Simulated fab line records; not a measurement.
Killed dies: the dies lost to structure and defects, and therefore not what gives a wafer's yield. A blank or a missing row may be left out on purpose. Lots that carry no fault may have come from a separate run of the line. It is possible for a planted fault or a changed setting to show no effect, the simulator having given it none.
Matching of chambers | flow n5Finfet | 3 sister chambers for N5_BEOL_M9_CURE_71 on uvCure-02
The step cures SiCOH lowk, time 240 s. 3 wafers are shown with their chamber, then 8 later ones without.

## WAFERS, EACH WITH ITS CHAMBER
wafer  | chamber | wafer_temp_C_max
L074.6 | 1       | 388.3
L084.5 | 0       | 386.2
L091.3 | 2       | 386.7

## WAFERS WHOSE CHAMBER IS MISSING
wafer  | wafer_temp_C_max
L091.4 | 386.7
L091.6 | 387.1
L094.2 | 387.2
L094.4 | 388.0
L094.5 | 388.3
L097.1 | 387.0
L097.3 | 386.4
L097.4 | 386.9

## EACH ONE'S CHAMBER
wafer  | from the rows above     | in truth
L091.4 | can't be placed: 2 or 0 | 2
L091.6 | can't be placed: 2 or 0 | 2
L094.2 | can't be placed: 2 or 0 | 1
L094.4 | 1                       | 1
L094.5 | 1                       | 1
L097.1 | can't be placed: 2 or 0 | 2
L097.3 | can't be placed: 0 or 2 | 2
L097.4 | can't be placed: 2 or 0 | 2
Correct placement for 2 of the 8. Cannot be placed on the basis of these rows: 6; the candidates contain the true chamber in 5. Wrongly placed: 0.
How it was worked out, from the rows above alone: a wafer's distance from a chamber is the root of the sum, over the readings, of the square of ((its reading less the chamber's mean) divided by the reading's scatter). The wafer belongs to the nearest chamber; if the next one is less than 2 further off, it can't be placed. Each chamber's mean is taken over the wafers shown for it. The scatter: root of mean squared gap, hidden wafer to nearest shown wafer, with one shown wafer a chamber.
